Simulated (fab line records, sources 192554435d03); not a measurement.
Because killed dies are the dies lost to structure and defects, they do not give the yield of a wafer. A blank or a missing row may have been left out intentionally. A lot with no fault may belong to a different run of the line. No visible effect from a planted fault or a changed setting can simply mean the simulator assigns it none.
Which tool is to blame? || flow n5 finfet || 25 wafers from 9 lots sampled at 5 of the route's 1938 steps

== WHAT THE GAUGES READ, wafer by wafer ==
N5_BEOL_M4_RC_MEAS_101. Usual: DIBL_N 37.3 mV/V, standard deviation 2.3; DIBL_P 37.4 mV/V, standard deviation 2.9; IOFF_N 0.18 nA/um, standard deviation 0.045; IOFF_P 0.25 nA/um, standard deviation 0.054; ION_N 679 uA/um, standard deviation 15; ION_P 468 uA/um, standard deviation 9.7; SS_N 71.8 mV/dec, standard deviation 0.62; SS_P 73.6 mV/dec, standard deviation 0.76; VT_N 248 mV, standard deviation 4.1; VT_P -248 mV, standard deviation 3.6.
{"lot": "L484", "measured": "day 8 21:56", "on": "prober-02", "DIBL_N (mV/V)": "33.6 32.9 37.0", "DIBL_P (mV/V)": "32.9 33.4 36.0", "IOFF_N (nA/um)": "0.12 0.12 0.18", "IOFF_P (nA/um)": "0.20 0.20 0.24", "ION_N (uA/um)": "655 667 675", "ION_P (uA/um)": "456 469 464", "SS_N (mV/dec)": "71.0 70.7 71.3", "SS_P (mV/dec)": "73.3 72.9 73.5", "VT_N (mV)": "252 255 247", "VT_P (mV)": "-247 -248 -249", "flag": ""}
{"lot": "L487", "measured": "day 9 03:22", "on": "prober-02", "DIBL_N (mV/V)": "39.0 40.6 37.3", "DIBL_P (mV/V)": "39.4 43.2 38.2", "IOFF_N (nA/um)": "0.20 0.26 0.17", "IOFF_P (nA/um)": "0.25 0.31 0.22", "ION_N (uA/um)": "681 693 698", "ION_P (uA/um)": "464 473 469", "SS_N (mV/dec)": "71.6 72.8 72.0", "SS_P (mV/dec)": "74.0 74.9 73.0", "VT_N (mV)": "247 243 248", "VT_P (mV)": "-249 -248 -251", "flag": ""}
{"lot": "L490", "measured": "day 10 00:28", "on": "prober-02", "DIBL_N (mV/V)": "38.3 38.9", "DIBL_P (mV/V)": "36.6 38.0", "IOFF_N (nA/um)": "0.18 0.20", "IOFF_P (nA/um)": "0.26 0.27", "ION_N (uA/um)": "667 701", "ION_P (uA/um)": "464 481", "SS_N (mV/dec)": "71.1 72.2", "SS_P (mV/dec)": "73.6 73.5", "VT_N (mV)": "246 245", "VT_P (mV)": "-245 -245", "flag": ""}
{"lot": "L492", "measured": "day 10 20:21", "on": "prober-01", "DIBL_N (mV/V)": "36.2 38.3", "DIBL_P (mV/V)": "38.4 40.4", "IOFF_N (nA/um)": "0.19 0.24", "IOFF_P (nA/um)": "0.25 0.29", "ION_N (uA/um)": "692 685", "ION_P (uA/um)": "472 468", "SS_N (mV/dec)": "72.3 72.8", "SS_P (mV/dec)": "73.1 74.1", "VT_N (mV)": "246 245", "VT_P (mV)": "-246 -245", "flag": ""}
{"lot": "L500", "measured": "day 12 10:14", "on": "prober-01", "DIBL_N (mV/V)": "38.1 39.1 36.4", "DIBL_P (mV/V)": "38.7 39.5 35.6", "IOFF_N (nA/um)": "0.18 0.20 0.16", "IOFF_P (nA/um)": "0.23 0.24 0.19", "ION_N (uA/um)": "679 674 685", "ION_P (uA/um)": "459 458 465", "SS_N (mV/dec)": "72.0 71.9 71.9", "SS_P (mV/dec)": "73.5 73.8 73.0", "VT_N (mV)": "246 246 249", "VT_P (mV)": "-250 -250 -252", "flag": ""}
{"lot": "L501", "measured": "day 12 10:40", "on": "prober-02", "DIBL_N (mV/V)": "39.6 41.1 36.8", "DIBL_P (mV/V)": "38.4 40.5 33.9", "IOFF_N (nA/um)": "0.19 0.23 0.14", "IOFF_P (nA/um)": "0.25 0.32 0.17", "ION_N (uA/um)": "683 682 653", "ION_P (uA/um)": "464 467 449", "SS_N (mV/dec)": "71.9 73.4 71.7", "SS_P (mV/dec)": "74.1 74.8 72.3", "VT_N (mV)": "248 246 255", "VT_P (mV)": "-251 -244 -253", "flag": ""}
{"lot": "L502", "measured": "day 13 04:02", "on": "prober-01", "DIBL_N (mV/V)": "38.4 36.2 38.8", "DIBL_P (mV/V)": "38.8 35.8 39.9", "IOFF_N (nA/um)": "0.19 0.15 0.20", "IOFF_P (nA/um)": "0.27 0.22 0.29", "ION_N (uA/um)": "677 662 677", "ION_P (uA/um)": "475 462 469", "SS_N (mV/dec)": "71.7 71.6 72.2", "SS_P (mV/dec)": "73.7 72.5 73.6", "VT_N (mV)": "246 252 248", "VT_P (mV)": "-244 -245 -245", "flag": ""}
{"lot": "L503", "measured": "day 13 07:53", "on": "prober-02", "DIBL_N (mV/V)": "40.7 35.8 39.5", "DIBL_P (mV/V)": "41.8 35.6 41.2", "IOFF_N (nA/um)": "0.23 0.14 0.22", "IOFF_P (nA/um)": "0.30 0.20 0.28", "ION_N (uA/um)": "679 662 677", "ION_P (uA/um)": "467 462 464", "SS_N (mV/dec)": "72.8 71.7 73.2", "SS_P (mV/dec)": "73.9 73.1 74.6", "VT_N (mV)": "244 252 246", "VT_P (mV)": "-248 -252 -249", "flag": ""}
{"lot": "L504", "measured": "day 13 12:40", "on": "prober-01", "DIBL_N (mV/V)": "38.2 38.9 34.8", "DIBL_P (mV/V)": "37.6 41.0 34.9", "IOFF_N (nA/um)": "0.17 0.22 0.12", "IOFF_P (nA/um)": "0.22 0.31 0.19", "ION_N (uA/um)": "663 688 654", "ION_P (uA/um)": "455 470 460", "SS_N (mV/dec)": "72.4 72.6 71.5", "SS_P (mV/dec)": "73.6 74.6 73.9", "VT_N (mV)": "254 244 257", "VT_P (mV)": "-252 -246 -251", "flag": ""}

== WHAT TOOL EACH LOT RAN ON (gives the tool, then ch and the chambers of the sampled wafers, and finally the start) ==
{"lot": "L484", "N5_BEOL_M4_PECVD_72": "pecvd-03 ch 0,1,2, day 8 12:32", "N5_BEOL_M4_ETCH_74": "rie diel-04 ch 0,1,3, day 8 14:43", "N5_BEOL_M4_ETCH_63": "rie diel-04 ch 0,1,3, day 8 14:44", "N5_BEOL_M4_HM_OPEN_17": "rie metal-03 ch 0,1, day 8 14:57"}
{"lot": "L487", "N5_BEOL_M4_PECVD_72": "pecvd-04 ch 0,1, day 8 15:13", "N5_BEOL_M4_ETCH_74": "rie diel-06 ch 1,3, day 8 17:38", "N5_BEOL_M4_ETCH_63": "rie diel-06 ch 1,3, day 8 17:38", "N5_BEOL_M4_HM_OPEN_17": "rie metal-02 ch 1, day 8 17:50"}
{"lot": "L490", "N5_BEOL_M4_PECVD_72": "pecvd-04 ch 0,1, day 9 13:30", "N5_BEOL_M4_ETCH_74": "rie diel-06 ch 2,3, day 9 14:44", "N5_BEOL_M4_ETCH_63": "rie diel-06 ch 2,3, day 9 14:46", "N5_BEOL_M4_HM_OPEN_17": "rie metal-02 ch 0,1, day 9 15:01"}
{"lot": "L492", "N5_BEOL_M4_PECVD_72": "pecvd-01 ch 0,1, day 10 04:50", "N5_BEOL_M4_ETCH_74": "rie diel-06 ch 0,3, day 10 09:44", "N5_BEOL_M4_ETCH_63": "rie diel-06 ch 0,3, day 10 09:46", "N5_BEOL_M4_HM_OPEN_17": "rie metal-03 ch 0,1, day 10 10:00"}
{"lot": "L500", "N5_BEOL_M4_PECVD_72": "pecvd-04 ch 0,1,2, day 12 02:30", "N5_BEOL_M4_ETCH_74": "rie diel-04 ch 0,1,2, day 12 03:39", "N5_BEOL_M4_ETCH_63": "rie diel-04 ch 0,1,2, day 12 03:40", "N5_BEOL_M4_HM_OPEN_17": "rie metal-03 ch 0,1, day 12 03:52"}
{"lot": "L501", "N5_BEOL_M4_PECVD_72": "pecvd-04 ch 1,2, day 12 02:57", "N5_BEOL_M4_ETCH_74": "rie diel-02 ch 1,3, day 12 04:10", "N5_BEOL_M4_ETCH_63": "rie diel-02 ch 1,3, day 12 04:11", "N5_BEOL_M4_HM_OPEN_17": "rie metal-02 ch 0,1, day 12 04:23"}
{"lot": "L502", "N5_BEOL_M4_PECVD_72": "pecvd-01 ch 0,1, day 12 12:20", "N5_BEOL_M4_ETCH_74": "rie diel-06 ch 0,1, day 12 17:14", "N5_BEOL_M4_ETCH_63": "rie diel-06 ch 0,1, day 12 17:15", "N5_BEOL_M4_HM_OPEN_17": "rie metal-03 ch 0,1, day 12 17:27"}
{"lot": "L503", "N5_BEOL_M4_PECVD_72": "pecvd-03 ch 1,2, day 12 17:31", "N5_BEOL_M4_ETCH_74": "rie diel-06 ch 1,2, day 12 20:20", "N5_BEOL_M4_ETCH_63": "rie diel-06 ch 1,2, day 12 20:21", "N5_BEOL_M4_HM_OPEN_17": "rie metal-02 ch 0,1, day 12 20:33"}
{"lot": "L504", "N5_BEOL_M4_PECVD_72": "pecvd-04 ch 0,1,2, day 13 04:18", "N5_BEOL_M4_ETCH_74": "rie diel-06 ch 0,2,3, day 13 05:49", "N5_BEOL_M4_ETCH_63": "rie diel-06 ch 0,2,3, day 13 05:50", "N5_BEOL_M4_HM_OPEN_17": "rie metal-03 ch 0,1, day 13 06:02"}
- N5_BEOL_M4_PECVD_72: deposits SiO2 from TEOS/O2, target thk 16 nm, time 18 s.
- N5_BEOL_M4_ETCH_74: etches underlayer in N2/H2, target depth 6.5 nm, time 5.2 s.
- N5_BEOL_M4_ETCH_63: etches SiARC in CF4, target depth 15.6 nm, time 26 s.
- N5_BEOL_M4_HM_OPEN_17: chemistry Cl2/BCl3, target TiN, target depth 20 nm, overetch 6 nm.

== AS READ BY THE TOOLS THEMSELVES (means over the sampled wafers that have a number; for cases with no such wafer, the mark the record gives instead) ==
N5_BEOL_M4_PECVD_72. Usual: chamber pressure Torr 5.500 Torr, standard deviation 0.011; heater power outer w 379 W, standard deviation 55; heater power w 655 W, standard deviation 83; showerhead plenum p Torr 8.79 Torr, standard deviation 0.079; throttle valve pct 22.3 %, standard deviation 1.6.
{"lot": "L484", "tool": "pecvd-03", "chamber pressure Torr (Torr)": 5.505, "heater power outer w (W)": 378, "heater power w (W)": 648, "showerhead plenum p Torr (Torr)": 8.75, "throttle valve pct (%)": 22.1, "flag": ""}
{"lot": "L487", "tool": "pecvd-04", "chamber pressure Torr (Torr)": 5.504, "heater power outer w (W)": 369, "heater power w (W)": 643, "showerhead plenum p Torr (Torr)": 8.78, "throttle valve pct (%)": 21.7, "flag": ""}
{"lot": "L490", "tool": "pecvd-04", "chamber pressure Torr (Torr)": 5.500, "heater power outer w (W)": 404, "heater power w (W)": 684, "showerhead plenum p Torr (Torr)": 8.78, "throttle valve pct (%)": 21.9, "flag": ""}
{"lot": "L492", "tool": "pecvd-01", "chamber pressure Torr (Torr)": 5.488, "heater power outer w (W)": 431, "heater power w (W)": 776, "showerhead plenum p Torr (Torr)": 8.88, "throttle valve pct (%)": 23.1, "flag": ""}
{"lot": "L500", "tool": "pecvd-04", "chamber pressure Torr (Torr)": 5.495, "heater power outer w (W)": 377, "heater power w (W)": 653, "showerhead plenum p Torr (Torr)": 8.78, "throttle valve pct (%)": 21.9, "flag": ""}
{"lot": "L501", "tool": "pecvd-04", "chamber pressure Torr (Torr)": 5.502, "heater power outer w (W)": 362, "heater power w (W)": 599, "showerhead plenum p Torr (Torr)": 8.81, "throttle valve pct (%)": 22.3, "flag": ""}
{"lot": "L502", "tool": "pecvd-01", "chamber pressure Torr (Torr)": 5.512, "heater power outer w (W)": 351, "heater power w (W)": 689, "showerhead plenum p Torr (Torr)": 8.89, "throttle valve pct (%)": 22.6, "flag": ""}
{"lot": "L503", "tool": "pecvd-03", "chamber pressure Torr (Torr)": 5.498, "heater power outer w (W)": 374, "heater power w (W)": 623, "showerhead plenum p Torr (Torr)": 8.67, "throttle valve pct (%)": 20.5, "flag": ""}
{"lot": "L504", "tool": "pecvd-04", "chamber pressure Torr (Torr)": 5.502, "heater power outer w (W)": 347, "heater power w (W)": 625, "showerhead plenum p Torr (Torr)": 8.77, "throttle valve pct (%)": 21.9, "flag": ""}

N5_BEOL_M4_ETCH_74. Usual: chamber pressure mTorr 29.99 mTorr, standard deviation 0.039; drypump motor current A 5.7 A, standard deviation 0.35; etch rf on time s 5.23 s, standard deviation 0.16; oes product au 0.67 a.u., standard deviation 0.069; rf vpp V 522.5 V, standard deviation 1.9; showerhead plenum p Torr 2.50 Torr, standard deviation 0.063; throttle valve pct 18.0 %, standard deviation 0.31.
{"lot": "L484", "tool": "rie diel-04", "chamber pressure mTorr (mTorr)": 29.95, "drypump motor current A (A)": 5.6, "etch rf on time s (s)": 5.10, "oes product au (a.u.)": 0.64, "rf vpp V (V)": 522.3, "showerhead plenum p Torr (Torr)": 2.50, "throttle valve pct (%)": 17.9, "flag": ""}
{"lot": "L487", "tool": "rie diel-06", "chamber pressure mTorr (mTorr)": 29.96, "drypump motor current A (A)": 6.0, "etch rf on time s (s)": 5.22, "oes product au (a.u.)": 0.75, "rf vpp V (V)": 522.5, "showerhead plenum p Torr (Torr)": 2.48, "throttle valve pct (%)": 17.9, "flag": ""}
{"lot": "L490", "tool": "rie diel-06", "chamber pressure mTorr (mTorr)": 30.02, "drypump motor current A (A)": 5.5, "etch rf on time s (s)": 4.32, "oes product au (a.u.)": 0.80, "rf vpp V (V)": 520.1, "showerhead plenum p Torr (Torr)": 2.52, "throttle valve pct (%)": 18.1, "flag": "OFF"}
{"lot": "L492", "tool": "rie diel-06", "chamber pressure mTorr (mTorr)": 30.09, "drypump motor current A (A)": 5.6, "etch rf on time s (s)": 4.14, "oes product au (a.u.)": 0.91, "rf vpp V (V)": 520.8, "showerhead plenum p Torr (Torr)": 2.48, "throttle valve pct (%)": 17.8, "flag": "OFF"}
{"lot": "L500", "tool": "rie diel-04", "chamber pressure mTorr (mTorr)": 30.01, "drypump motor current A (A)": 5.7, "etch rf on time s (s)": 5.28, "oes product au (a.u.)": 0.59, "rf vpp V (V)": 522.3, "showerhead plenum p Torr (Torr)": 2.52, "throttle valve pct (%)": 18.1, "flag": ""}
{"lot": "L501", "tool": "rie diel-02", "chamber pressure mTorr (mTorr)": 30.01, "drypump motor current A (A)": 5.3, "etch rf on time s (s)": 5.09, "oes product au (a.u.)": 0.66, "rf vpp V (V)": 521.1, "showerhead plenum p Torr (Torr)": 2.46, "throttle valve pct (%)": 18.0, "flag": ""}
{"lot": "L502", "tool": "rie diel-06", "chamber pressure mTorr (mTorr)": 29.97, "drypump motor current A (A)": 6.1, "etch rf on time s (s)": 5.13, "oes product au (a.u.)": 0.74, "rf vpp V (V)": 523.7, "showerhead plenum p Torr (Torr)": 2.48, "throttle valve pct (%)": 18.0, "flag": ""}
{"lot": "L503", "tool": "rie diel-06", "chamber pressure mTorr (mTorr)": 29.97, "drypump motor current A (A)": 5.7, "etch rf on time s (s)": 5.46, "oes product au (a.u.)": 0.64, "rf vpp V (V)": 522.3, "showerhead plenum p Torr (Torr)": 2.52, "throttle valve pct (%)": 18.3, "flag": ""}
{"lot": "L504", "tool": "rie diel-06", "chamber pressure mTorr (mTorr)": 30.00, "drypump motor current A (A)": 5.6, "etch rf on time s (s)": 5.26, "oes product au (a.u.)": 0.68, "rf vpp V (V)": 522.3, "showerhead plenum p Torr (Torr)": 2.50, "throttle valve pct (%)": 18.0, "flag": ""}

N5_BEOL_M4_ETCH_63. Usual: chamber pressure mTorr 40.00 mTorr, standard deviation 0.034; drypump motor current A 5.7 A, standard deviation 0.36; etch rf on time s 26.1 s, standard deviation 0.85; oes product au 0.67 a.u., standard deviation 0.07; rf vpp V 183.5 V, standard deviation 0.98; showerhead plenum p Torr 2.10 Torr, standard deviation 0.037; throttle valve pct 15.68 %, standard deviation 0.19.
{"lot": "L484", "tool": "rie diel-04", "chamber pressure mTorr (mTorr)": 40.00, "drypump motor current A (A)": 5.6, "etch rf on time s (s)": 25.5, "oes product au (a.u.)": 0.65, "rf vpp V (V)": 184.0, "showerhead plenum p Torr (Torr)": 2.11, "throttle valve pct (%)": 15.75, "flag": ""}
{"lot": "L487", "tool": "rie diel-06", "chamber pressure mTorr (mTorr)": 40.02, "drypump motor current A (A)": 6.0, "etch rf on time s (s)": 26.2, "oes product au (a.u.)": 0.75, "rf vpp V (V)": 183.4, "showerhead plenum p Torr (Torr)": 2.09, "throttle valve pct (%)": 15.67, "flag": ""}
{"lot": "L490", "tool": "rie diel-06", "chamber pressure mTorr (mTorr)": 39.96, "drypump motor current A (A)": 5.5, "etch rf on time s (s)": 27.2, "oes product au (a.u.)": 0.66, "rf vpp V (V)": 183.2, "showerhead plenum p Torr (Torr)": 2.11, "throttle valve pct (%)": 15.70, "flag": ""}
{"lot": "L492", "tool": "rie diel-06", "chamber pressure mTorr (mTorr)": 40.00, "drypump motor current A (A)": 5.6, "etch rf on time s (s)": 25.5, "oes product au (a.u.)": 0.76, "rf vpp V (V)": 183.4, "showerhead plenum p Torr (Torr)": 2.09, "throttle valve pct (%)": 15.43, "flag": ""}
{"lot": "L500", "tool": "rie diel-04", "chamber pressure mTorr (mTorr)": 40.01, "drypump motor current A (A)": 5.8, "etch rf on time s (s)": 26.4, "oes product au (a.u.)": 0.60, "rf vpp V (V)": 183.7, "showerhead plenum p Torr (Torr)": 2.11, "throttle valve pct (%)": 15.79, "flag": ""}
{"lot": "L501", "tool": "rie diel-02", "chamber pressure mTorr (mTorr)": 40.00, "drypump motor current A (A)": 5.4, "etch rf on time s (s)": 25.4, "oes product au (a.u.)": 0.68, "rf vpp V (V)": 182.9, "showerhead plenum p Torr (Torr)": 2.07, "throttle valve pct (%)": 15.70, "flag": ""}
{"lot": "L502", "tool": "rie diel-06", "chamber pressure mTorr (mTorr)": 39.96, "drypump motor current A (A)": 6.0, "etch rf on time s (s)": 25.8, "oes product au (a.u.)": 0.74, "rf vpp V (V)": 183.6, "showerhead plenum p Torr (Torr)": 2.08, "throttle valve pct (%)": 15.63, "flag": ""}
{"lot": "L503", "tool": "rie diel-06", "chamber pressure mTorr (mTorr)": 40.01, "drypump motor current A (A)": 5.7, "etch rf on time s (s)": 27.2, "oes product au (a.u.)": 0.64, "rf vpp V (V)": 183.5, "showerhead plenum p Torr (Torr)": 2.10, "throttle valve pct (%)": 15.87, "flag": ""}
{"lot": "L504", "tool": "rie diel-06", "chamber pressure mTorr (mTorr)": 40.01, "drypump motor current A (A)": 5.6, "etch rf on time s (s)": 26.4, "oes product au (a.u.)": 0.68, "rf vpp V (V)": 184.2, "showerhead plenum p Torr (Torr)": 2.10, "throttle valve pct (%)": 15.62, "flag": ""}

N5_BEOL_M4_HM_OPEN_17. Usual: chamber pressure mTorr 10.000 mTorr, standard deviation 0.0079; drypump motor current A 5.88 A, standard deviation 0.3; mfc cl2 sccm 53.25 sccm, standard deviation 0.17; oes product au 0.66 a.u., standard deviation 0.088; throttle valve pct 22.27 %, standard deviation 0.27.
{"lot": "L484", "tool": "rie metal-03", "chamber pressure mTorr (mTorr)": 9.996, "drypump motor current A (A)": 5.99, "mfc cl2 sccm (sccm)": 53.39, "oes product au (a.u.)": 0.59, "throttle valve pct (%)": 22.47, "flag": ""}
{"lot": "L487", "tool": "rie metal-02", "chamber pressure mTorr (mTorr)": 10.008, "drypump motor current A (A)": 5.95, "mfc cl2 sccm (sccm)": 53.26, "oes product au (a.u.)": 0.61, "throttle valve pct (%)": 22.31, "flag": ""}
{"lot": "L490", "tool": "rie metal-02", "chamber pressure mTorr (mTorr)": 10.005, "drypump motor current A (A)": 5.69, "mfc cl2 sccm (sccm)": 53.27, "oes product au (a.u.)": 0.62, "throttle valve pct (%)": 22.09, "flag": ""}
{"lot": "L492", "tool": "rie metal-03", "chamber pressure mTorr (mTorr)": 10.000, "drypump motor current A (A)": 5.95, "mfc cl2 sccm (sccm)": 53.23, "oes product au (a.u.)": 0.62, "throttle valve pct (%)": 22.36, "flag": ""}
{"lot": "L500", "tool": "rie metal-03", "chamber pressure mTorr (mTorr)": 10.000, "drypump motor current A (A)": 5.96, "mfc cl2 sccm (sccm)": 53.24, "oes product au (a.u.)": 0.78, "throttle valve pct (%)": 22.29, "flag": ""}
{"lot": "L501", "tool": "rie metal-02", "chamber pressure mTorr (mTorr)": 9.993, "drypump motor current A (A)": 5.58, "mfc cl2 sccm (sccm)": 53.09, "oes product au (a.u.)": 0.62, "throttle valve pct (%)": 22.00, "flag": ""}
{"lot": "L502", "tool": "rie metal-03", "chamber pressure mTorr (mTorr)": 10.004, "drypump motor current A (A)": 5.97, "mfc cl2 sccm (sccm)": 53.26, "oes product au (a.u.)": 0.78, "throttle valve pct (%)": 22.28, "flag": ""}
{"lot": "L503", "tool": "rie metal-02", "chamber pressure mTorr (mTorr)": 10.000, "drypump motor current A (A)": 5.78, "mfc cl2 sccm (sccm)": 53.34, "oes product au (a.u.)": 0.61, "throttle valve pct (%)": 22.18, "flag": ""}
{"lot": "L504", "tool": "rie metal-03", "chamber pressure mTorr (mTorr)": 10.000, "drypump motor current A (A)": 5.96, "mfc cl2 sccm (sccm)": 53.13, "oes product au (a.u.)": 0.73, "throttle valve pct (%)": 22.18, "flag": ""}

== THE ANSWER, worked out from the rows above alone ==
Rule: lot off if the mean of its wafers having a number is beyond 3 standard deviations from the usual mean. Also off: a lot with no number at a reading for which 4 or more lots have one. All remaining lots with rows at the step are treated as sound. Order of review: gauges by route order, followed by the tools' own readings, for which a lot's mean as printed above is used. The first step at which some lot is off is used, and at that step the reading that is off furthest; a lot without a number counts as furthest.
Off: L490, L492 (N5_BEOL_M4_ETCH_74, etch rf on time s).
A tool fits if, at that step or a process step before it, it ran every lot that is off, and no sound lot after the first of them. Not one of the candidates tried fits.

== WHAT THE SIMULATOR HAD PUT IN ==
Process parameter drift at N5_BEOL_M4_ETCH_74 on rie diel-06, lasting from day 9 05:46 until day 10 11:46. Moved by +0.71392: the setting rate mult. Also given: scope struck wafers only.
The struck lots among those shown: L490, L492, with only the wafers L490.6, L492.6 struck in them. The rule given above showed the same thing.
